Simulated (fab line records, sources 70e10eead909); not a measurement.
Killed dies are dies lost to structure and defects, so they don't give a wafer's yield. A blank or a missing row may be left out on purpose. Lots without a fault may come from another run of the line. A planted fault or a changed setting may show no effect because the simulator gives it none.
Which tool did it? | flow nand_harc | 13 lots, 39 wafers sampled, at 5 steps of a route of 1302

WHAT THE GAUGES READ, wafer by wafer
NHARC_END_SORT_01. Usual: killed_at_array 63, standard deviation 17; killed_at_other 0.8, standard deviation 1.1; killed_at_periphery 3.5, standard deviation 3; killed_dies 67, standard deviation 17; killed_open 3.1, standard deviation 1.6; killed_short 2.6, standard deviation 1.4.
lot  | measured     | on        | killed_at_array | killed_at_other | killed_at_periphery | killed_dies | killed_open | killed_short | flag
L306 | day 25 04:38 | prober-02 | 70 75 72        | 0 1 0           | 5 3 2               | 75 79 74    | 3 4 7       | 1 6 4        |
L308 | day 25 13:07 | prober-01 | 79 80 57        | 0 4 3           | 4 1 0               | 83 85 60    | 8 2 3       | 1 2 3        |
L310 | day 25 17:34 | prober-02 | 106 90 90       | 1 0 0           | 1 3 3               | 108 93 93   | 3 5 4       | 2 3 3        |
L311 | day 25 21:46 | prober-01 | 27 19 17        | 0 1 0           | 5 6 7               | 32 26 24    | 2 5 2       | 5 2 2        |
L312 | day 26 13:50 | prober-02 | 39 56 46        | 0 0 0           | 5 3 3               | 44 59 49    | 2 3 3       | 4 2 3        |
L315 | day 28 15:37 | prober-01 | 61 54 63        | 0 2 1           | 1 2 2               | 62 58 66    | 2 3 2       | 2 1 5        |
L319 | day 30 10:48 | prober-01 | 80 73 77        | 3 1 0           | 6 6 7               | 89 80 84    | 2 2 2       | 4 2 3        |
L323 | day 31 12:52 | prober-01 | 46 52 65        | 0 1 2           | 7 2 1               | 53 55 68    | 2 3 3       | 4 3 6        |
L324 | day 32 14:59 | prober-01 | 61 54 57        | 0 0 0           | 2 2 1               | 63 56 58    | 6 4 2       | 3 2 4        |
L325 | day 32 08:44 | prober-01 | 81 98 102       | 1 1 0           | 1 0 1               | 83 99 103   | 3 5 5       | 4 1 2        |
L327 | day 33 11:40 | prober-01 | 61 56 68        | 0 0 0           | 2 1 6               | 63 57 74    | 0 3 5       | 2 5 3        |
L328 | day 33 03:03 | prober-01 | 59 53 44        | 2 1 5           | 0 2 4               | 61 56 53    | 4 2 4       | 5 0 2        |
L329 | day 34 04:56 | prober-01 | 47 60 61        | 2 0 2           | 12 2 2              | 61 62 65    | 4 3 5       | 1 2 0        |

WHICH TOOL RAN EACH LOT (tool, then ch and the chambers of the sampled wafers, then the start)
lot  | NHARC_P_GATE_DESCUM_93             | NHARC_P_GATE_STRIP_113               | NHARC_P_GATE_RTA_80              | NHARC_P_CONTACT_SOFTBAKE_07
L306 | rie_diel-07 ch 0,2, day 5 16:53    | plasma_asher-01 ch 1, day 5 17:15    | rtp_anneal-01 ch 0, day 5 19:08  | litho_track-06 ch 0, day 5 20:00
L308 | rie_diel-02 ch 1,2,3, day 6 12:13  | plasma_asher-02 ch 1, day 6 12:35    | rtp_anneal-02 ch 0, day 6 14:29  | litho_track-06 ch 0, day 6 16:00
L310 | rie_diel-10 ch 0,1, day 7 08:27    | plasma_asher-01 ch 0,1, day 7 08:56  | rtp_anneal-02 ch 0, day 7 10:44  | litho_track-06 ch 0, day 7 12:00
L311 | rie_diel-10 ch 1,2, day 7 15:37    | plasma_asher-01 ch 0,1, day 7 16:13  | rtp_anneal-01 ch 0, day 7 17:59  | litho_track-04 ch 0, day 7 19:00
L312 | rie_diel-10 ch 0,1,2, day 8 03:26  | plasma_asher-02 ch 0,1, day 8 03:49  | rtp_anneal-01 ch 0, day 8 05:46  | litho_track-01 ch 0, day 8 07:00
L315 | rie_diel-07 ch 0,2, day 10 00:08   | plasma_asher-01 ch 0,1, day 10 00:31 | rtp_anneal-02 ch 0, day 10 02:28 | litho_track-01 ch 0, day 10 04:00
L319 | rie_diel-02 ch 1,2, day 11 15:46   | plasma_asher-01 ch 0, day 11 16:34   | rtp_anneal-02 ch 0, day 11 18:28 | litho_track-01 ch 0, day 11 20:00
L323 | rie_diel-02 ch 0,2, day 12 13:22   | plasma_asher-01 ch 0,1, day 12 13:43 | rtp_anneal-01 ch 0, day 12 15:49 | litho_track-01 ch 0, day 12 17:00
L324 | rie_diel-02 ch 0,1,3, day 13 02:08 | plasma_asher-02 ch 0,1, day 13 02:30 | rtp_anneal-02 ch 0, day 13 04:23 | litho_track-01 ch 0, day 13 06:00
L325 | rie_diel-10 ch 1,2, day 13 12:30   | plasma_asher-02 ch 0,1, day 13 13:06 | rtp_anneal-02 ch 0, day 13 14:47 | litho_track-06 ch 0, day 13 16:00
L327 | rie_diel-10 ch 2,3, day 14 13:54   | plasma_asher-02 ch 0,1, day 14 14:24 | rtp_anneal-02 ch 0, day 14 16:11 | litho_track-06 ch 0, day 14 18:00
L328 | rie_diel-07 ch 0,2,3, day 14 19:45 | plasma_asher-01 ch 0,1, day 14 20:13 | rtp_anneal-01 ch 0, day 14 21:59 | litho_track-06 ch 0, day 14 23:00
L329 | rie_diel-02 ch 0,1, day 15 03:01   | plasma_asher-02 ch 0,1, day 15 03:43 | rtp_anneal-02 ch 0, day 15 05:29 | litho_track-04 ch 0, day 15 07:00
- NHARC_P_GATE_DESCUM_93: chemistry O2, time 3 s.
- NHARC_P_GATE_STRIP_113: strips in N2/H2, time 740 s.
- NHARC_P_GATE_RTA_80: time 30 s.
- NHARC_P_CONTACT_SOFTBAKE_07: time 55 s.

WHAT THE TOOLS THEMSELVES READ (means of the sampled wafers that have a number; where no wafer has one, the mark that the record gives instead)
NHARC_P_GATE_DESCUM_93. Usual: drypump_motor_current_A 5.6 A, standard deviation 0.43; oes_product_au 1.000 a.u., standard deviation 0.01; rf_vpp_V 57.9 V, standard deviation 0.96; showerhead_plenum_p_Torr 1.92 Torr, standard deviation 0.095; throttle_valve_pct 11.311 %, standard deviation 0.0087.
lot  | tool        | drypump_motor_current_A (A) | oes_product_au (a.u.) | rf_vpp_V (V) | showerhead_plenum_p_Torr (Torr) | throttle_valve_pct (%) | flag
L306 | rie_diel-07 | 5.7                         | 1.007                 | 58.4         | 2.01                            | 11.335                 |
L308 | rie_diel-02 | 5.5                         | 0.994                 | 58.0         | 1.91                            | 11.323                 |
L310 | rie_diel-10 | 5.8                         | 0.989                 | 57.2         | 1.85                            | 11.308                 |
L311 | rie_diel-10 | 5.1                         | 0.998                 | 58.0         | 2.01                            | 11.311                 |
L312 | rie_diel-10 | 5.5                         | 1.003                 | 58.0         | 1.93                            | 11.315                 |
L315 | rie_diel-07 | 5.7                         | 1.004                 | 58.4         | 2.01                            | 11.312                 |
L319 | rie_diel-02 | 5.1                         | 1.001                 | 57.2         | 1.87                            | 11.308                 |
L323 | rie_diel-02 | 5.7                         | 1.005                 | 57.1         | 1.91                            | 11.322                 |
L324 | rie_diel-02 | 5.6                         | 0.998                 | 57.9         | 1.90                            | 11.325                 |
L325 | rie_diel-10 | 5.5                         | 0.998                 | 58.4         | 1.98                            | 11.306                 |
L327 | rie_diel-10 | 5.4                         | 0.996                 | 57.6         | 1.88                            | 11.312                 |
L328 | rie_diel-07 | 5.9                         | 1.004                 | 57.3         | 1.94                            | 11.308                 |
L329 | rie_diel-02 | 5.3                         | 0.997                 | 57.3         | 1.86                            | 11.307                 |

NHARC_P_GATE_STRIP_113. Usual: drypump_motor_current_A 5.6 A, standard deviation 0.33; heater_power_w 95 W, standard deviation 11; rf_refl_power_W 21 W, standard deviation 6.2.
lot  | tool            | drypump_motor_current_A (A) | heater_power_w (W) | rf_refl_power_W (W) | flag
L306 | plasma_asher-01 | 5.7                         | 86                 | 12                  |
L308 | plasma_asher-02 | 6.1                         | 91                 | 18                  |
L310 | plasma_asher-01 | 5.6                         | 86                 | 16                  |
L311 | plasma_asher-01 | 5.6                         | 87                 | 16                  |
L312 | plasma_asher-02 | 5.8                         | 99                 | 21                  |
L315 | plasma_asher-01 | 5.6                         | 87                 | 15                  |
L319 | plasma_asher-01 | 5.4                         | 85                 | 25                  |
L323 | plasma_asher-01 | 5.5                         | 87                 | 20                  |
L324 | plasma_asher-02 | 5.9                         | 101                | 21                  |
L325 | plasma_asher-02 | 5.9                         | 102                | 21                  |
L327 | plasma_asher-02 | 5.6                         | 106                | 24                  |
L328 | plasma_asher-01 | 5.6                         | 87                 | 16                  |
L329 | plasma_asher-02 | 5.8                         | 101                | 21                  |

NHARC_P_GATE_RTA_80. Usual: lamp_power_pct 2.10 %, standard deviation 0.21; lamp_zone_4_pct 2.10 %, standard deviation 0.21; wafer_temp_C_max 301.47, standard deviation 0.29.
lot  | tool          | lamp_power_pct (%) | lamp_zone_4_pct (%) | wafer_temp_C_max | flag
L306 | rtp_anneal-01 | 2.32               | 2.32                | 301.85           |
L308 | rtp_anneal-02 | 1.90               | 1.90                | 301.44           |
L310 | rtp_anneal-02 | 1.90               | 1.90                | 301.78           |
L311 | rtp_anneal-01 | 2.31               | 2.31                | 301.65           |
L312 | rtp_anneal-01 | 2.31               | 2.31                | 301.39           |
L315 | rtp_anneal-02 | 1.91               | 1.91                | 301.43           |
L319 | rtp_anneal-02 | 1.89               | 1.90                | 301.80           |
L323 | rtp_anneal-01 | 2.31               | 2.31                | 301.36           |
L324 | rtp_anneal-02 | 1.90               | 1.90                | 301.36           |
L325 | rtp_anneal-02 | 1.90               | 1.90                | 301.38           |
L327 | rtp_anneal-02 | 1.90               | 1.90                | 301.58           |
L328 | rtp_anneal-01 | 2.31               | 2.31                | 301.42           |
L329 | rtp_anneal-02 | 1.90               | 1.90                | 301.52           |

NHARC_P_CONTACT_SOFTBAKE_07. Usual: heater_power_total_W 188.46 W, standard deviation 0.14.
lot  | tool           | heater_power_total_W (W) | flag
L306 | litho_track-06 | 188.43                   |
L308 | litho_track-06 | 188.48                   |
L310 | litho_track-06 | 188.39                   |
L311 | litho_track-04 | 188.68                   |
L312 | litho_track-01 | 188.40                   |
L315 | litho_track-01 | 188.48                   |
L319 | litho_track-01 | 193.10                   | OFF
L323 | litho_track-01 | 193.15                   | OFF
L324 | litho_track-01 | 193.23                   | OFF
L325 | litho_track-06 | 188.54                   |
L327 | litho_track-06 | 188.38                   |
L328 | litho_track-06 | 188.63                   |
L329 | litho_track-04 | 188.35                   |

THE ANSWER, worked out from the rows above alone
Rule: a lot is off if the mean of its wafers that have a number lies more than 3 standard deviations from the usual mean. A lot without any number at a reading at which 4 lots or more have one is off too. The other lots that the step has rows for count as sound. The gauges are gone through in route order, then the tools' own readings, and for those a lot's mean is taken as printed above. The first step at which some lot is off is used, and at that step the reading that is off furthest; a lot without a number counts as furthest.
Off: L319, L323, L324, at NHARC_P_CONTACT_SOFTBAKE_07 (heater_power_total_W).
A tool fits if, at that step or a process step before it, it ran every lot that is off, and no sound lot after the first of them. One fits: litho_track-01 at NHARC_P_CONTACT_SOFTBAKE_07. Its last sound lot is L315 (day 10 04:00), its first lot that is off L319 (day 11 20:00): a fault that began between those two fits.
The tool's own readings at NHARC_P_CONTACT_SOFTBAKE_07 bear it out: on the lots that are off they differ by more than 5 times the standard deviation of the sound lots' means. heater_power_total_W reads 193.16 W there against 188.48 W on the sound lots.

WHAT THE SIMULATOR HAD PUT IN
Process parameter drift: litho_track-01, from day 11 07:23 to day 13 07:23, at NHARC_P_CONTACT_SOFTBAKE_07. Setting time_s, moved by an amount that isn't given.
Lots struck among those shown: L319, L323, L324. The rule above found the same.
